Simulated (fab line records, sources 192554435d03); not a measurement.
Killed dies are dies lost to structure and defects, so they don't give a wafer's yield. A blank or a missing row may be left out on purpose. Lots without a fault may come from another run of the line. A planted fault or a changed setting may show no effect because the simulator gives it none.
Chamber matching | flow n5_finfet | N5_BEOL_M2_ETCH_63 on rie_diel-06: 4 sister chambers
The step etches SiARC in CF4, target depth 15.6 nm, time 26 s. 16 wafers are shown with their chamber, then 8 later ones without.

WAFERS WITH THEIR CHAMBER
wafer  | chamber | drypump_motor_current_A (A) | throttle_valve_pct (%) | showerhead_plenum_p_Torr (Torr)
L079.1 | 0       | 4.9                         | 15.59                  | 2.10
L079.3 | 3       | 5.7                         | 15.86                  | 2.14
L079.5 | 0       | 4.9                         | 15.59                  | 2.10
L081.1 | 1       | 5.1                         | 15.54                  | 2.15
L081.3 | 0       | 4.9                         | 15.60                  | 2.10
L081.5 | 3       | 5.8                         | 15.87                  | 2.14
L086.1 | 1       | 5.1                         | 15.58                  | 2.15
L086.3 | 0       | 4.9                         | 15.61                  | 2.09
L086.4 | 2       | 6.6                         | 15.87                  | 2.20
L087.2 | 1       | 5.1                         | 15.57                  | 2.14
L087.3 | 2       | 6.6                         | 15.87                  | 2.19
L087.5 | 2       | 6.6                         | 15.89                  | 2.19
L090.1 | 2       | 6.6                         | 15.88                  | 2.19
L090.5 | 0       | 4.9                         | 15.62                  | 2.09
L090.6 | 1       | 5.1                         | 15.57                  | 2.14
L091.1 | 2       | 6.7                         | 15.89                  | 2.19

SIGNATURES (means of the wafers above)
reading                  | chamber 0 | chamber 1 | chamber 2 | chamber 3 | scatter within a chamber
drypump_motor_current_A  | 4.900     | 5.100     | 6.620     | 5.750     | 0.0329
throttle_valve_pct       | 15.6020   | 15.5650   | 15.8800   | 15.8650   | 0.013
showerhead_plenum_p_Torr | 2.0960    | 2.1450    | 2.1920    | 2.1400    | 0.005
Rule: a wafer's distance from a chamber is the root of the sum, over the readings, of the square of ((its reading less the chamber's mean) divided by the reading's scatter). The wafer belongs to the nearest chamber; if the next one is less than 2 further off, it can't be placed. The scatter: the root of (the sum of the squares of (reading less its chamber's mean) over the shown wafers, divided by (wafers less chambers)).

WAFERS WITHOUT THEIR CHAMBER
wafer  | drypump_motor_current_A (A) | throttle_valve_pct (%) | showerhead_plenum_p_Torr (Torr)
L091.3 | 4.9                         | 15.63                  | 2.09
L091.6 | 5.2                         | 15.57                  | 2.14
L094.2 | 4.9                         | 15.65                  | 2.09
L094.5 | 4.9                         | 15.66                  | 2.09
L094.6 | 5.8                         | 15.93                  | 2.13
L095.1 | 5.1                         | 15.59                  | 2.14
L095.2 | 5.8                         | 15.93                  | 2.13
L095.4 | 5.8                         | 15.91                  | 2.13

WHICH CHAMBER EACH WENT THROUGH
wafer  | from the rows above | in truth
L091.3 | 0                   | 0
L091.6 | 1                   | 1
L094.2 | 0                   | 0
L094.5 | 0                   | 0
L094.6 | 3                   | 3
L095.1 | 1                   | 1
L095.2 | 3                   | 3
L095.4 | 3                   | 3
Placed correctly: 8 of 8. Can't be placed from these rows: 0. Placed wrongly: 0.
